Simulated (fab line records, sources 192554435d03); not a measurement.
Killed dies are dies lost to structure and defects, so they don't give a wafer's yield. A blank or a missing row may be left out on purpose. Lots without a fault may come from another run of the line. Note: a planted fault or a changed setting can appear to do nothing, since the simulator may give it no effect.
Matching of chambers / flow n5_finfet / N5_BEOL_M6_STRIP_67 on rie_diel-05: 4 sister chambers
The step strips in CF4. 14 wafers are shown with their chamber, then 7 later ones without.

== WAFERS, EACH WITH ITS CHAMBER ==
wafer=L076.2; chamber=1; throttle_valve_pct (%)=13.50; showerhead_plenum_p_Torr (Torr)=1.75; oes_product_au (a.u.)=0.86
wafer=L076.3; chamber=0; throttle_valve_pct (%)=13.59; showerhead_plenum_p_Torr (Torr)=1.77; oes_product_au (a.u.)=0.88
wafer=L076.5; chamber=3; throttle_valve_pct (%)=13.72; showerhead_plenum_p_Torr (Torr)=1.80; oes_product_au (a.u.)=0.76
wafer=L077.1; chamber=2; throttle_valve_pct (%)=13.25; showerhead_plenum_p_Torr (Torr)=1.76; oes_product_au (a.u.)=0.90
wafer=L077.3; chamber=3; throttle_valve_pct (%)=13.70; showerhead_plenum_p_Torr (Torr)=1.80; oes_product_au (a.u.)=0.76
wafer=L077.5; chamber=0; throttle_valve_pct (%)=13.58; showerhead_plenum_p_Torr (Torr)=1.77; oes_product_au (a.u.)=0.88
wafer=L079.3; chamber=0; throttle_valve_pct (%)=13.61; showerhead_plenum_p_Torr (Torr)=1.77; oes_product_au (a.u.)=0.87
wafer=L079.4; chamber=1; throttle_valve_pct (%)=13.51; showerhead_plenum_p_Torr (Torr)=1.74; oes_product_au (a.u.)=0.85
wafer=L079.5; chamber=2; throttle_valve_pct (%)=13.24; showerhead_plenum_p_Torr (Torr)=1.76; oes_product_au (a.u.)=0.89
wafer=L084.1; chamber=2; throttle_valve_pct (%)=13.27; showerhead_plenum_p_Torr (Torr)=1.76; oes_product_au (a.u.)=0.88
wafer=L084.4; chamber=3; throttle_valve_pct (%)=13.73; showerhead_plenum_p_Torr (Torr)=1.79; oes_product_au (a.u.)=0.74
wafer=L084.6; chamber=1; throttle_valve_pct (%)=13.53; showerhead_plenum_p_Torr (Torr)=1.74; oes_product_au (a.u.)=0.85
wafer=L090.2; chamber=3; throttle_valve_pct (%)=13.75; showerhead_plenum_p_Torr (Torr)=1.79; oes_product_au (a.u.)=0.74
wafer=L090.3; chamber=1; throttle_valve_pct (%)=13.57; showerhead_plenum_p_Torr (Torr)=1.74; oes_product_au (a.u.)=0.82

SIGNATURES (means of the wafers above)
reading=throttle_valve_pct; chamber 0=13.5933; chamber 1=13.5275; chamber 2=13.2533; chamber 3=13.7250; scatter within a chamber=0.0226
reading=showerhead_plenum_p_Torr; chamber 0=1.7700; chamber 1=1.7425; chamber 2=1.7600; chamber 3=1.7950; scatter within a chamber=0.00418
reading=oes_product_au; chamber 0=0.8767; chamber 1=0.8450; chamber 2=0.8900; chamber 3=0.7500; scatter within a chamber=0.0125
Rule: for each reading, subtract the chamber's mean from the wafer's reading, divide by that reading's scatter and square the result; add these up over the readings and take the root, which gives the wafer's distance from the chamber. If the next closest chamber is less than 2 further off than the closest, the wafer can't be placed; otherwise it belongs to the closest. The scatter is the square root of a quotient: the sum, over the shown wafers, of each reading's squared deviation from its chamber's mean, divided by wafers minus chambers.

== WAFERS WITH NO CHAMBER GIVEN ==
wafer=L090.4; throttle_valve_pct (%)=13.30; showerhead_plenum_p_Torr (Torr)=1.76; oes_product_au (a.u.)=0.86
wafer=L095.2; throttle_valve_pct (%)=13.32; showerhead_plenum_p_Torr (Torr)=1.75; oes_product_au (a.u.)=0.85
wafer=L095.3; throttle_valve_pct (%)=13.78; showerhead_plenum_p_Torr (Torr)=1.79; oes_product_au (a.u.)=0.72
wafer=L095.4; throttle_valve_pct (%)=13.67; showerhead_plenum_p_Torr (Torr)=1.76; oes_product_au (a.u.)=0.83
wafer=L097.2; throttle_valve_pct (%)=13.33; showerhead_plenum_p_Torr (Torr)=1.75; oes_product_au (a.u.)=0.84
wafer=L097.4; throttle_valve_pct (%)=13.79; showerhead_plenum_p_Torr (Torr)=1.79; oes_product_au (a.u.)=0.72
wafer=L097.5; throttle_valve_pct (%)=13.69; showerhead_plenum_p_Torr (Torr)=1.76; oes_product_au (a.u.)=0.81

== WHICH CHAMBER EACH WENT THROUGH ==
wafer=L090.4; from the rows above=2; in truth=2
wafer=L095.2; from the rows above=2; in truth=2
wafer=L095.3; from the rows above=3; in truth=3
wafer=L095.4; from the rows above=0; in truth=0
wafer=L097.2; from the rows above=2; in truth=2
wafer=L097.4; from the rows above=3; in truth=3
wafer=L097.5; from the rows above=can't be placed: 0 or 1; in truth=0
Correct placement for 6 of the 7. From these rows, 1 cannot be placed; in 1 the true chamber is one of the candidates. Number placed wrongly: 0.
